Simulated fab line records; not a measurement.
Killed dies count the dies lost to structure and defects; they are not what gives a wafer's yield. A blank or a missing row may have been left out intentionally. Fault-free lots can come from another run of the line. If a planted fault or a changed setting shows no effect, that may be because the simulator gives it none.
fab line records    flow nand_harc
[record] lots = 7  wafers = 21  last_day = 24
route steps=1159 shown A_SLIT@801 A_SIN_REMOVE@804 A_WL_FILL@809 A_CONTACT@840 END@1159
lots untouched by any fault: they come from a run of this same line in which no faults occurred
start_h: start of the lot's first displayed wafer, in hours after the record's first day    wait_h: hours from the lot's prior step to this one    " same as the row above    L1.1+2: several wafers, shown together as one row    - no value present, or no start provided    * or withheld: withheld    < > ~ a bound
route shown NAME@n: NAME is a module with steps in the file, n the number in the route of the first one    usual: mean/standard deviation taken from wafers without a fault    same: alike in all rows    chamber/n: place in a boat    sites: per-site readings    _std_site: standard deviation across them    _edge_site: outer sites' mean less inner sites'    radius_mm: for every site, how far away it sits from the centre of the wafer    mask NAME#n: copy n    behind: the tool/chamber that last shaped the wafer    hold: why the lot went on hold/how many hours it stayed there/how the hold came to an end    device: transistor that didn't switch, given as n, p or np    end of line: the same wafers' tests at the end of the route    where a step has no rows: the recipe by itself    killed: not the wafer's yield, but the dies lost to structure and defects at the first sort    map: dies across one wafer; x = killed, . = not, _ = none there
set.NAME: the setting as run; set.NAME@STEP: as run at that earlier step    model.NAME: the simulator's own value behind a step, which no gauge read
a table for each step, a row for each wafer; lots at some steps of the route
services: from which hour (start_h, from the record's first day; less than 0 if before it) a tool's chamber was out of use, for how many hours, and why
[[steps]]
[step NHARC_A_SLIT_PRECLEAN_19]
[recipe] time_s = *  temp_c = 50  bath_age_min = 0  chemistry = SC1
[step NHARC_A_SLIT_SRD_20]
[step NHARC_A_SLIT_CD_MEAS_21]
[usual] cd_nm = 289.2/0.82
lot.wafer  tool       chamber  start_h  wait_h  cd_nm
L481.1     cd_sem-01  -        338.24   -       289.5
L481.2     "          -        "        "       288.2
L481.6     "          -        "        "       288.5
L485.1     cd_sem-02  -        362.95   -       290.1
L485.3     "          -        "        "       290.3
L485.6     "          -        "        "       289.9
L488.1     cd_sem-01  -        382.52   -       288.6
L488.2     "          -        "        "       288.9
L488.4     "          -        "        "       288.6
L491.1     cd_sem-02  -        400.03   -       288.3
L491.3     "          -        "        "       288.6
L491.5     "          -        "        "       287.7
L493.1     cd_sem-01  -        401.69   -       288.8
L493.3     "          -        "        "       288.6
L493.5     "          -        "        "       289.0
L494.3     cd_sem-02  -        420.50   -       289.1
L494.4     "          -        "        "       288.3
L494.6     "          -        "        "       288.9
L500.4     cd_sem-03  -        446.05   -       291.3
L500.5     "          -        "        "       288.9
L500.6     "          -        "        "       289.6
[step NHARC_A_SIN_REMOVE_WET_00]
[recipe] temp_c = 160  time_s = 15300  chemistry = H3PO4
[step NHARC_A_SIN_REMOVE_PRECLEAN_01]
[recipe] time_s = *  temp_c = 50  bath_age_min = 0  chemistry = SC1
[step NHARC_A_SIN_REMOVE_SRD_02]
[step NHARC_A_SIN_REMOVE_INSPECT_04]
[usual] raw_defect_count = 279/61
lot.wafer  tool               chamber  start_h  wait_h  raw_defect_count
L481.1     defect_inspect-01  -        343.37   0.0     241
L481.2     "                  -        "        "       256
L481.6     "                  -        "        "       196
L485.1     defect_inspect-01  -        370.69   0.1     205
L485.3     "                  -        "        "       232
L485.6     "                  -        "        "       251
L488.1     defect_inspect-02  -        390.30   0.0     352
L488.2     "                  -        "        "       234
L488.4     "                  -        "        "       291
L491.1     defect_inspect-01  -        407.72   0.0     244
L491.3     "                  -        "        "       184
L491.5     "                  -        "        "       259
L493.1     defect_inspect-01  -        407.72   0.0     323
L493.3     "                  -        "        "       312
L493.5     "                  -        "        "       290
L494.3     defect_inspect-02  -        428.25   0.0     335
L494.4     "                  -        "        "       296
L494.6     "                  -        "        "       318
L500.4     defect_inspect-01  -        453.76   0.0     462
L500.5     "                  -        "        "       215
L500.6     "                  -        "        "       359
[step NHARC_A_WL_FILL_ALD_00]
[recipe] target_thk_a = 30  pulse_time_s = 3  ald_cycles = 30  temp_c = 300  material = Al2O3
[step NHARC_A_WL_FILL_RTA_01]
[recipe] temp_c = 1000  time_s = 5
[step NHARC_A_WL_FILL_ALD_02]
[recipe] target_thk_a = 20  pulse_time_s = 3  ald_cycles = 100  temp_c = 450  material = TiN
[step NHARC_A_WL_FILL_CVD_03]
[recipe] target_thk_a = 400  temp_c = 300  pressure_torr = 40  wf6_flow_sccm = 40  h2_flow_sccm = 1600  ar_flow_sccm = 1560  time_s = 3302  material = W
[usual] heater_power_w = 518/39  mfc_h2_sccm = 1600/4.8  throttle_valve_pct = 7.76/0.23
lot.wafer  tool      chamber  start_h  wait_h  heater_power_w  mfc_h2_sccm  throttle_valve_pct
L481.2     cvd_w-02  0        347.17   2.6     495             1604         7.54
L481.1     "         1        "        "       592             1607         7.87
L481.6     "         1        349.50   5.0     594             1599         8.21
L485.1     cvd_w-02  1        373.50   1.8     600             1591         7.89
L485.3     "         1        "        "       610             1598         8.13
L485.6     "         1        "        "       596             1598         8.13
L488.1     cvd_w-01  1        398.43   7.2     542             1599         7.94
L488.2     "         0        "        "       469             1592         7.73
L488.4     "         0        "        "       456             1601         7.81
L491.1     cvd_w-02  1        412.70   4.0     554             1601         7.57
L491.3     "         1        "        "       560             1603         7.58
L491.5     "         0        "        "       499             1600         7.64
L493.1     cvd_w-02  1        415.04   6.0     545             1606         7.74
L493.3     "         0        416.43   7.4     508             1604         7.86
L493.5     "         1        "        "       550             1607         7.51
L494.4     cvd_w-02  1        430.35   1.0     553             1599         7.55
L494.3     "         0        "        "       506             1592         7.44
L494.6     "         0        "        "       503             1603         7.19
L500.4     cvd_w-01  0        459.49   4.8     459             1600         7.52
L500.6     "         0        "        "       451             1602         7.71
L500.5     "         1        "        "       535             1608         7.91
[step NHARC_A_WL_FILL_ETCHBACK_04]
[recipe] target_depth_a = 600  time_s = 120  chemistry = NF3
[step NHARC_A_WL_FILL_ETCHBACK_05]
[recipe] target_depth_a = 220  time_s = 60  temp_c = 40  chemistry = Cl2/BCl3
[step NHARC_A_WL_FILL_STRIP_27]
[recipe] power_w = 1500  temp_c = 250  time_s = 20  chemistry = N2/H2
[usual] drypump_motor_current_A = 5.8/0.37  heater_power_w = 326/26  rf_refl_power_W = 21.4/2.4  temp_c = 250.02/0.19
lot.wafer  tool             chamber  start_h  wait_h  drypump_motor_current_A  heater_power_w  rf_hours_counter_h  rf_refl_power_W  temp_c
L481.2     plasma_asher-02  0        350.83   0.1     6.1                      299             49                  22.2             249.80
L481.1     "                1        "        "       5.6                      342             49                  18.4             249.92
L481.6     "                0        "        "       6.2                      309             -                   23.0             249.97
L485.1     plasma_asher-02  1        376.73   0.1     5.6                      351             2                   18.2             249.98
L485.3     "                1        "        "       5.5                      345             -                   17.3             250.21
L485.6     "                1        "        "       5.6                      348             -                   19.2             249.99
L488.1     plasma_asher-02  1        402.08   0.1     5.6                      352             12                  18.4             250.09
L488.2     "                0        "        "       6.1                      296             12                  22.8             249.92
L488.4     "                0        "        "       6.1                      303             -                   22.3             250.15
L491.1     plasma_asher-01  1        415.91   0.1     6.2                      363             47                  -                250.30
L491.3     "                1        "        "       6.3                      371             -                   -                250.19
L491.5     "                1        "        "       6.2                      366             -                   -                250.12
L493.1     plasma_asher-01  0        418.69   0.1     5.2                      293             47                  -                250.40
L493.3     "                1        "        "       6.3                      363             -                   -                249.85
L493.5     "                1        "        "       6.3                      356             -                   -                249.63
L494.4     plasma_asher-02  1        433.20   0.2     5.6                      346             -                   -                250.03
L494.3     "                0        "        "       6.1                      310             -                   -                249.94
L494.6     "                1        "        "       5.6                      339             -                   -                249.75
L500.4     plasma_asher-02  0        462.86   0.7     6.1                      314             -                   22.3             250.12
L500.5     "                1        "        "       5.6                      344             -                   18.9             249.80
L500.6     "                0        "        "       6.1                      311             -                   23.0             250.23
[step NHARC_A_WL_FILL_STRIP_28]
[recipe] time_s = 1200  temp_c = 72.5  chemistry = post_etch_residue_remover
[step NHARC_A_WL_FILL_PRECLEAN_06]
[recipe] time_s = 300  chemistry = DIW
[step NHARC_A_WL_FILL_SRD_07]
[step NHARC_A_WL_FILL_ANNEAL_08]
[recipe] temp_c = 450  time_s = 1800
[step NHARC_A_WL_FILL_ALD_10]
[recipe] target_thk_a = 500  pulse_time_s = 10  ald_cycles = 500  temp_c = 300  material = SiO2
[usual] heater_power_w = 460/40  precursor_pulse_height_rel = 0.998/0.018
[same] ald_cycles = 500
lot.wafer  tool       chamber  start_h  wait_h  heater_power_w  precursor_pulse_height_rel
L481.1     ald_hk-01  2        354.04   0.6     444             0.998
L481.2     "          0        355.06   1.6     488             1.031
L481.6     "          1        "        "       451             1.016
L485.1     ald_hk-01  3        380.79   0.1     454             1.003
L485.3     "          2        382.32   1.6     433             1.044
L485.6     "          0        383.34   2.6     471             1.035
L488.1     ald_hk-02  2        404.59   0.1     434             0.977
L488.2     "          3        "        "       449             0.991
L488.4     "          1        406.12   1.6     542             0.970
L491.3     ald_hk-01  2        423.50   2.5     439             1.011
L491.1     "          3        "        "       432             0.981
L491.5     "          3        426.11   5.1     439             1.006
L493.3     ald_hk-02  3        424.44   3.4     443             0.997
L493.1     "          1        425.47   4.4     527             1.003
L493.5     "          2        "        "       444             0.976
L494.3     ald_hk-02  3        440.38   0.1     443             1.017
L494.4     "          0        "        "       471             0.999
L494.6     "          3        442.41   2.1     458             0.999
L500.4     ald_hk-02  1        468.57   0.6     543             1.030
L500.5     "          1        470.61   2.6     539             0.981
L500.6     "          2        "        "       414             1.007
[step NHARC_A_WL_FILL_ETCHBACK_16]
[recipe] target_depth_a = 880  time_s = 17.6  c4f8_flow_sccm = withheld  o2_flow_sccm = 8  ar_flow_sccm = withheld  rf_w = 600  bias_w = 800  chemistry = C4F8/O2/Ar
[step NHARC_A_WL_FILL_STRIP_29]
[recipe] time_s = 20  o2_flow_sccm = 500  ar_flow_sccm = 0  bias_w = 0  chemistry = O2
[step NHARC_A_WL_FILL_ETCHBACK_17]
[recipe] target_depth_a = 40  time_s = 26.7  chemistry = Cl2/BCl3
[step NHARC_A_WL_FILL_PRECLEAN_18]
[recipe] time_s = 30  chemistry = dHF
[step NHARC_A_WL_FILL_SRD_21]
[step NHARC_A_WL_FILL_CVD_23]
[recipe] target_thk_a = 400  temp_c = 620  pressure_mtorr = 200  time_s = 800  material = poly-Si
[step NHARC_A_WL_FILL_ETCHBACK_26]
[recipe] target_depth_a = 520  time_s = 13.3  hbr_flow_sccm = 150  rf_w = 350  icp_w = 350  bias_w = 60  chemistry = HBr
[step NHARC_A_WL_FILL_PRECLEAN_30]
[recipe] time_s = 10  chemistry = dHF
[step NHARC_A_WL_FILL_SRD_14]
[step NHARC_A_WL_FILL_ALD_19]
[recipe] target_thk_a = 20  pulse_time_s = 3  ald_cycles = 100  temp_c = 450  material = TiN
[usual] heater_power_w = 1089/110  precursor_pulse_height_rel = 0.999/0.022
[same] ald_cycles = 100
lot.wafer  tool          chamber  start_h  wait_h  heater_power_w  precursor_pulse_height_rel
L481.2     ald_metal-01  1        364.28   0.1     1090            1.000
L481.1     "             2        "        "       1215            1.019
L481.6     "             2        "        "       1198            0.965
L485.1     ald_metal-03  1        391.04   0.3     1150            0.983
L485.3     "             2        "        "       1044            1.002
L485.6     "             0        "        "       876             1.023
L488.4     ald_metal-02  1        414.90   0.1     1259            1.032
L488.1     "             2        "        "       1173            0.971
L488.2     "             3        "        "       889             1.012
L493.1     ald_metal-03  2        433.79   0.1     1042            1.015
L493.3     "             3        "        "       1187            1.025
L493.5     "             2        "        "       1013            0.994
L491.3     ald_metal-01  0        433.81   0.1     966             0.983
L491.1     "             2        "        "       1199            0.952
L491.5     "             0        "        "       954             0.983
L494.3     ald_metal-02  3        450.60   0.1     903             1.001
L494.4     "             2        "        "       1179            0.982
L494.6     "             0        "        "       1112            1.006
L500.4     ald_metal-01  3        478.30   0.1     1109            1.046
L500.6     "             2        "        "       1165            0.979
L500.5     "             3        "        "       1114            0.947
[step NHARC_A_WL_FILL_CVD_20]
[recipe] target_thk_a = 750  temp_c = 300  pressure_torr = 40  wf6_flow_sccm = 40  h2_flow_sccm = 1600  ar_flow_sccm = 1560  time_s = 5064  material = W
[step NHARC_A_WL_FILL_CMP_12]
[recipe] t_overpolish_s = 30  target_thk_nm = 75
[usual] edge_zone_pressure_frac = 1.001/0.005  motor_current_A = 11.6/0.8  overpolish_run_s = 30.000/0.0084  time_to_endpoint_s = 14.5/2.1
lot.wafer  tool    chamber  start_h  wait_h  edge_zone_pressure_frac  motor_current_A  overpolish_run_s  time_to_endpoint_s
L481.2     cmp-02  3        370.10   3.6     1.006                    11.2             30.019            15.1
L481.1     "       1        "        "       1.000                    12.1             29.990            18.9
L481.6     "       2        "        "       1.012                    13.3             30.005            18.1
L485.3     cmp-02  0        399.17   2.9     0.999                    9.6              30.008            13.2
L485.1     "       2        "        "       0.997                    13.0             30.004            14.2
L485.6     "       0        "        "       1.007                    10.1             30.005            12.8
L488.4     cmp-01  0        424.19   2.2     1.008                    11.1             30.014            13.4
L488.1     "       1        "        "       1.001                    11.6             30.005            19.9
L488.2     "       2        "        "       1.009                    11.8             29.989            16.8
L493.3     cmp-02  3        439.05   2.9     0.996                    10.6             30.004            13.7
L493.1     "       1        "        "       1.003                    12.4             30.004            16.5
L493.5     "       2        "        "       1.000                    13.8             29.997            14.6
L491.1     cmp-01  2        439.58   3.6     1.001                    12.0             30.007            12.7
L491.3     "       3        "        "       0.998                    11.8             29.999            10.1
L491.5     "       2        "        "       0.996                    11.8             29.997            13.7
L494.3     cmp-01  2        460.06   5.0     1.008                    11.5             30.009            14.1
L494.4     "       3        "        "       1.001                    11.8             30.007            13.8
L494.6     "       2        "        "       1.009                    11.9             29.988            15.3
L500.4     cmp-01  0        483.57   2.9     1.002                    12.1             30.005            14.7
L500.6     "       2        "        "       1.000                    11.7             30.013            18.4
L500.5     "       3        "        "       1.006                    11.6             30.007            13.6
[step NHARC_A_WL_FILL_SRD_31]
[step NHARC_A_CONTACT_DEP_24]
[recipe] target_thk_a = 5000  temp_c = 400  pressure_torr = 6.5  rf_w = 900  teos_flow_sccm = 161.4  flow_sccm = 2650  target_thk_nm = 500  gas = O2  material = SiO2
[step NHARC_A_CONTACT_DEP_28]
[recipe] target_thk_a = 36000  temp_c = 400  material = aC
[usual] throttle_valve_pct = 35.000/0.0083
lot.wafer  tool        chamber  start_h  wait_h  throttle_valve_pct
L481.1     acl_dep-02  0        375.14   4.0     35.000
L481.2     "           0        "        "       35.012
L481.6     "           0        376.98   5.8     35.021
L485.1     acl_dep-02  0        401.79   1.3     35.007
L485.3     "           0        "        "       35.008
L485.6     "           0        403.63   3.1     35.002
L488.1     acl_dep-03  0        426.02   0.8     35.001
L488.2     "           0        "        "       34.984
L488.4     "           0        "        "       35.009
L493.1     acl_dep-01  0        440.20   0.1     35.007
L493.3     "           0        "        "       34.991
L493.5     "           0        "        "       35.003
L491.1     acl_dep-02  0        441.77   1.1     35.007
L491.3     "           0        "        "       34.997
L491.5     "           0        "        "       34.992
L494.3     acl_dep-01  0        462.54   1.4     35.008
L494.4     "           0        "        "       34.998
L494.6     "           0        "        "       34.993
L500.4     acl_dep-03  0        489.71   5.1     35.002
L500.5     "           0        "        "       34.996
L500.6     "           0        "        "       35.002
[step NHARC_END_SORT_01]
[recipe] temp_c = 25
[usual] killed_at_array = 27/11  killed_at_other = 0.6/1  killed_at_periphery = 3.0/2.1  killed_dies = 31/12  killed_open = 3.2/1.7  killed_short = 1.7/1.4
[same] gross_dies = 677
lot.wafer  tool       chamber  start_h  wait_h  killed_at_array  killed_at_other  killed_at_periphery  killed_dies  killed_open  killed_short
L491.1     prober-01  0        511.35   2.5     57               1                2                    60           2            2
L491.3     prober-01  0        512.97   3.1     50               0                3                    53           1            0
L491.5     prober-01  0        514.59   3.7     91               1                1                    93           3            0
L493.1     prober-02  0        512.37   2.5     61               1                1                    63           6            2
L493.3     prober-02  0        513.94   3.1     90               0                2                    92           2            1
L493.5     prober-02  0        515.52   3.7     49               0                2                    51           3            2
L494.3     prober-02  0        541.65   3.1     100              0                3                    103          3            1
L494.4     prober-02  0        542.44   3.4     69               0                4                    73           3            3
L494.6     prober-02  0        544.04   4.0     106              0                1                    107          2            1
// killed by level:class
L491.1 A_WL_FILL:unspecified=35 A_CHANNEL_HOLE_D1:chamber_film_flake=15 A_WL_FILL:chamber_film_flake=2 P_CONTACT:geometric_particle:open=1 A_CONTACT:geometric_particle:open=1 A_BLC:geometric_particle:short=1 A_M0:geometric_particle:short=1 P_GATE:chamber_film_flake=1
L493.1 A_WL_FILL:unspecified=42 A_CHANNEL_HOLE_D1:chamber_film_flake=5 A_STAIRCASE:chamber_film_flake=4 A_CONTACT:geometric_particle:open=3 A_CONTACT:chamber_film_flake=2 P_CONTACT:geometric_particle:open=1 A_ONON_D1:geometric_particle:open=1 A_CHANNEL_FILL_D1:geometric_particle:open=1
L491.3 A_WL_FILL:unspecified=34 A_CHANNEL_HOLE_D1:chamber_film_flake=10 A_STAIRCASE:chamber_film_flake=2 A_WL_FILL:chamber_film_flake=2 A_ONON_D1:geometric_particle:open=1 P_ZERO_WELL:chamber_film_flake=1 P_GATE:chamber_film_flake=1 P_CONTACT:chamber_film_flake=1
L493.3 A_WL_FILL:unspecified=75 A_CHANNEL_HOLE_D1:chamber_film_flake=5 A_CONTACT:chamber_film_flake=4 A_M1:chamber_film_flake=3 A_STAIRCASE:chamber_film_flake=2 P_GATE:geometric_particle:open=1 P_M0:geometric_particle:short=1 A_CHANNEL_FILL_D1:geometric_particle:open=1
L491.5 A_WL_FILL:unspecified=74 A_CHANNEL_HOLE_D1:chamber_film_flake=12 A_CONTACT:chamber_film_flake=3 P_STI:geometric_particle:open=1 A_CONTACT:geometric_particle:open=1 STARTING-WAFER:geometric_particle:open=1 A_STAIRCASE:chamber_film_flake=1
L493.5 A_WL_FILL:unspecified=36 A_CHANNEL_HOLE_D1:chamber_film_flake=5 A_STAIRCASE:chamber_film_flake=2 P_CONTACT:geometric_particle:open=1 A_ONON_D1:geometric_particle:short=1 A_CHANNEL_FILL_D1:geometric_particle:short=1 A_WL_FILL:geometric_particle:open=1 A_CONTACT:geometric_particle:open=1
L494.3 A_WL_FILL:unspecified=72 A_CHANNEL_HOLE_D1:chamber_film_flake=15 A_CONTACT:chamber_film_flake=8 P_GATE:chamber_film_flake=2 P_M0:geometric_particle:open=1 A_CHANNEL_HOLE_D1:geometric_particle:short=1 A_SGD_CUT:geometric_particle:open=1 A_WL_FILL:geometric_particle:open=1
L494.4 A_WL_FILL:unspecified=39 A_CHANNEL_HOLE_D1:chamber_film_flake=17 A_CONTACT:chamber_film_flake=5 P_GATE:chamber_film_flake=3 A_STAIRCASE:chamber_film_flake=2 P_CONTACT:geometric_particle:short=1 A_CHANNEL_FILL_D1:geometric_particle:open=1 A_WL_FILL:geometric_particle:short=1
L494.6 A_WL_FILL:unspecified=78 A_CHANNEL_HOLE_D1:chamber_film_flake=15 A_CONTACT:chamber_film_flake=7 A_STAIRCASE:chamber_film_flake=4 P_CONTACT:geometric_particle:open=1 A_CHANNEL_FILL_D1:geometric_particle:short=1 A_M0:geometric_particle:open=1
// map L491.5 (x killed, . not)
____________.____________
_________......._________
_______..........._______
______.............______
_____..............._____
____..........x......____
____.................____
___...................___
___...................___
__............x....xxxx__
__.................x..x__
_...........x....x....x._
_..................xx..._
_....................x.._
_..............x........_
_.................x..x.._
.........................
.........................
.........................
.....................x...
......x.x.x..............
_....xxxxx.............._
_....xxxxx.............._
_...x.xxxxx............._
_....xxxxxxx............_
_....xxxxxxxx..........._
__...xxxxxxxx.x........__
__...xxxxxxx...........__
___.xxxxxxx...........___
___..xxxxx............___
____..xxxxxx.........____
____....x..x.........____
_____..x.x..x......._____
______...x.........______
_______..x........_______
_________......._________
____________.____________
// map L493.3 (x killed, . not)
____________.____________
_________......._________
_______..........._______
______.............______
_____..............._____
____.............x...____
____.................____
___...................___
___...................___
__.....................__
__.....................__
_......................._
_......................._
_................x......_
_......................._
_...x...............x..._
................x........
....x.........x..........
.........................
....x.x.x................
.....x....x..............
_.....xxxx.............._
_.....xxxxx............._
_...x.xxxxxxx..........._
_....xxxxxxx.x.........._
_..xxxxxxxxx............_
__..xxxxxxx......xx....__
__.x.xxxxxxxx....x..x..__
___.xxxxxxx......x....___
___x..xxxxx...........___
____..xxxxx..........____
____..xxx.x..........____
_____x...xx........._____
______.............______
_______..........._______
_________......._________
____________.____________
[[services]]
tool             chamber  start_h  hours  kind
cmp-02           -        325.18   4.0    pm
plasma_asher-02  -        327.30   2.2    repair
ald_metal-03     3        340.79   22.1   repair
acl_dep-02       -        349.58   13.0   pm
plasma_asher-02  -        360.00   9.0    pm
ald_metal-02     -        364.00   10.0   pm
cmp-01           -        377.21   4.0    pm
cvd_w-02         -        378.42   13.0   pm
ald_hk-02        -        399.21   1.4    repair
cmp-01           -        402.32   5.7    repair
plasma_asher-01  -        403.95   3.5    repair
acl_dep-03       -        405.51   13.0   pm
ald_hk-01        -        411.17   10.0   pm
cmp-01           -        414.89   0.5    repair
cmp-02           -        423.18   4.0    pm
ald_metal-03     3        428.63   3.1    repair
plasma_asher-01  -        430.61   3.3    repair
ald_metal-03     3        439.35   3.7    repair
plasma_asher-01  -        454.99   9.0    pm
ald_metal-01     -        458.15   10.0   pm
ald_hk-02        -        458.57   10.0   pm
cvd_w-01         -        474.06   13.0   pm
cmp-01           -        475.21   4.0    pm
acl_dep-01       -        475.59   13.0   pm
[[key]]
[first_sign] step = NHARC_END_SORT_01  reading = killed_at_array  direction = up  sigmas = 4.2  usual = 27  struck = 75
[effect] step = NHARC_END_SORT_01  reading = killed_dies  direction = up  sigmas = 3.9  usual = 31  struck = 77
[more_kills_born_at] NHARC_A_WL_FILL_CVD_03@cvd_w-02 = 485
met_at NHARC_A_WL_FILL_CVD_03
struck_wafers L491.1,L491.3,L491.5,L493.1,L493.3,L493.5,L494.3,L494.4,L494.6
tester_left_out L491,L493,L494
[fault] kind = chamber_particle_source  tool = cvd_w-02  chamber = -  onset_h = 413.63  steps = NHARC_A_WL_FILL_CVD_03  rate_per_visit_cm2 = 0.48533
// tester_left_out: of these lots the tester's yield and bins aren't shown, on N5 and GAA mostly nor the transistor test; their killed dies are dies lost to structure and defects alone, not to doping, threshold or leakage, so they don't give the yield
